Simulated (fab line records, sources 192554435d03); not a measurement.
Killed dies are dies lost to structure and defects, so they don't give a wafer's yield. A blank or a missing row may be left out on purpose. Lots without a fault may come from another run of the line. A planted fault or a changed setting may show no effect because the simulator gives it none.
Chamber matching | flow n5_finfet | N5_STI_FIN_REVEAL_ALD_00 on ald_sin-02: 4 sister chambers
The step deposits SiO2, target thk 1 nm, pulse time 1 s. 14 wafers are shown with their chamber, then 7 later ones without.

WAFERS WITH THEIR CHAMBER
wafer  | chamber | heater_power_w (W) | precursor_pulse_height_rel
L080.3 | 0       | 437                | 1.018
L080.4 | 2       | 432                | 0.987
L080.5 | 3       | 536                | 0.990
L081.2 | 1       | 481                | 1.011
L081.3 | 3       | 506                | 0.975
L081.5 | 0       | 467                | 1.012
L083.3 | 3       | 513                | 0.974
L083.4 | 0       | 457                | 1.011
L083.5 | 0       | 460                | 0.985
L085.1 | 2       | 469                | 0.979
L085.4 | 3       | 522                | 0.990
L085.6 | 0       | 439                | 1.012
L089.2 | 0       | 449                | 0.999
L089.3 | 1       | 462                | 1.000

SIGNATURES (means of the wafers above)
reading                    | chamber 0 | chamber 1 | chamber 2 | chamber 3 | scatter within a chamber
heater_power_w             | 451.50    | 471.50    | 450.50    | 519.25    | 14.4
precursor_pulse_height_rel | 1.00617   | 1.00550   | 0.98300   | 0.98225   | 0.0103
Rule: a wafer's distance from a chamber is the root of the sum, over the readings, of the square of ((its reading less the chamber's mean) divided by the reading's scatter). The wafer belongs to the nearest chamber; if the next one is less than 2 further off, it can't be placed. The scatter: the root of (the sum of the squares of (reading less its chamber's mean) over the shown wafers, divided by (wafers less chambers)).

WAFERS WITHOUT THEIR CHAMBER
wafer  | heater_power_w (W) | precursor_pulse_height_rel
L089.6 | 428                | 0.982
L096.1 | 510                | 1.000
L096.3 | 458                | 1.031
L096.5 | 441                | 0.982
L097.1 | 445                | 0.999
L097.4 | 477                | 1.001
L097.5 | 474                | 0.958

WHICH CHAMBER EACH WENT THROUGH
wafer  | from the rows above          | in truth
L089.6 | can't be placed: 2 or 0      | 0
L096.1 | can't be placed: 3 or 1      | 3
L096.3 | can't be placed: 0 or 1      | 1
L096.5 | can't be placed: 2 or 0      | 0
L097.1 | can't be placed: 0 or 2 or 1 | 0
L097.4 | can't be placed: 1 or 0 or 2 | 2
L097.5 | can't be placed: 2 or 3 or 1 | 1
Placed correctly: 0 of 7. Can't be placed from these rows: 7 (the true chamber is among the candidates in 7). Placed wrongly: 0.
